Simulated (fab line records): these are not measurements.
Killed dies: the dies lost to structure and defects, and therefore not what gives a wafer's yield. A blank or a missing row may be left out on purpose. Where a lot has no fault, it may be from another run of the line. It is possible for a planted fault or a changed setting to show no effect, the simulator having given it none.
Chamber matching / flow nandHarc / NHARC_A_STAIRCASE_CMP_472 on cmp-04 has 4 sister chambers
The step polishes SiO2. 14 wafers are shown with their chamber, then 7 later ones without.

== EACH WAFER AND ITS CHAMBER ==
wafer=L074.1; chamber=3; motorCurrentA (A)=13.8; slurryFilterDpKPa (kPa)=13.60
wafer=L074.2; chamber=1; motorCurrentA (A)=13.2; slurryFilterDpKPa (kPa)=13.62
wafer=L074.6; chamber=1; motorCurrentA (A)=13.7; slurryFilterDpKPa (kPa)=13.26
wafer=L078.2; chamber=3; motorCurrentA (A)=14.1; slurryFilterDpKPa (kPa)=13.44
wafer=L078.5; chamber=0; motorCurrentA (A)=10.7; slurryFilterDpKPa (kPa)=13.56
wafer=L078.6; chamber=1; motorCurrentA (A)=13.4; slurryFilterDpKPa (kPa)=13.32
wafer=L084.2; chamber=1; motorCurrentA (A)=13.1; slurryFilterDpKPa (kPa)=13.18
wafer=L084.5; chamber=2; motorCurrentA (A)=9.8; slurryFilterDpKPa (kPa)=13.47
wafer=L084.6; chamber=3; motorCurrentA (A)=13.5; slurryFilterDpKPa (kPa)=13.63
wafer=L086.2; chamber=1; motorCurrentA (A)=13.2; slurryFilterDpKPa (kPa)=13.61
wafer=L086.4; chamber=3; motorCurrentA (A)=14.1; slurryFilterDpKPa (kPa)=13.49
wafer=L086.5; chamber=2; motorCurrentA (A)=9.7; slurryFilterDpKPa (kPa)=13.24
wafer=L090.1; chamber=2; motorCurrentA (A)=9.8; slurryFilterDpKPa (kPa)=13.39
wafer=L090.3; chamber=0; motorCurrentA (A)=10.8; slurryFilterDpKPa (kPa)=13.35

SIGNATURES (averages over the wafers above)
reading=motorCurrentA; chamber 0=10.750; chamber 1=13.320; chamber 2=9.767; chamber 3=13.875; scatter within a chamber=0.221
reading=slurryFilterDpKPa; chamber 0=13.4550; chamber 1=13.3980; chamber 2=13.3667; chamber 3=13.5400; scatter within a chamber=0.155
Rule: a wafer lies at a distance from a chamber equal to the root of the sum of squares, over the readings, of (its reading less the chamber's mean, divided by the reading's scatter). The wafer belongs to the nearest chamber; if the next one is less than 2 further off, it can't be placed. The scatter: take each reading less its chamber's mean, square it, sum over the shown wafers, divide by the number of wafers less the number of chambers, and take the root.

== WAFERS MISSING THEIR CHAMBER ==
wafer=L090.5; motorCurrentA (A)=13.0; slurryFilterDpKPa (kPa)=13.65
wafer=L093.2; motorCurrentA (A)=10.3; slurryFilterDpKPa (kPa)=13.65
wafer=L093.5; motorCurrentA (A)=10.7; slurryFilterDpKPa (kPa)=13.45
wafer=L093.6; motorCurrentA (A)=13.5; slurryFilterDpKPa (kPa)=13.74
wafer=L096.1; motorCurrentA (A)=9.9; slurryFilterDpKPa (kPa)=13.60
wafer=L096.4; motorCurrentA (A)=13.6; slurryFilterDpKPa (kPa)=13.42
wafer=L096.6; motorCurrentA (A)=13.3; slurryFilterDpKPa (kPa)=13.58

== WHICH CHAMBER EACH ONE RAN IN ==
wafer=L090.5; from the rows above=can't be placed: 1 or 3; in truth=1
wafer=L093.2; from the rows above=can't be placed: 0 or 2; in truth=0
wafer=L093.5; from the rows above=0; in truth=0
wafer=L093.6; from the rows above=can't be placed: 3 or 1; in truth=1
wafer=L096.1; from the rows above=2; in truth=2
wafer=L096.4; from the rows above=can't be placed: 1 or 3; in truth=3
wafer=L096.6; from the rows above=can't be placed: 1 or 3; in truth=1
Correctly placed: 2 of 7. Cannot be placed on the basis of these rows: 5; the candidates contain the true chamber in 5. Wrongly placed: 0.
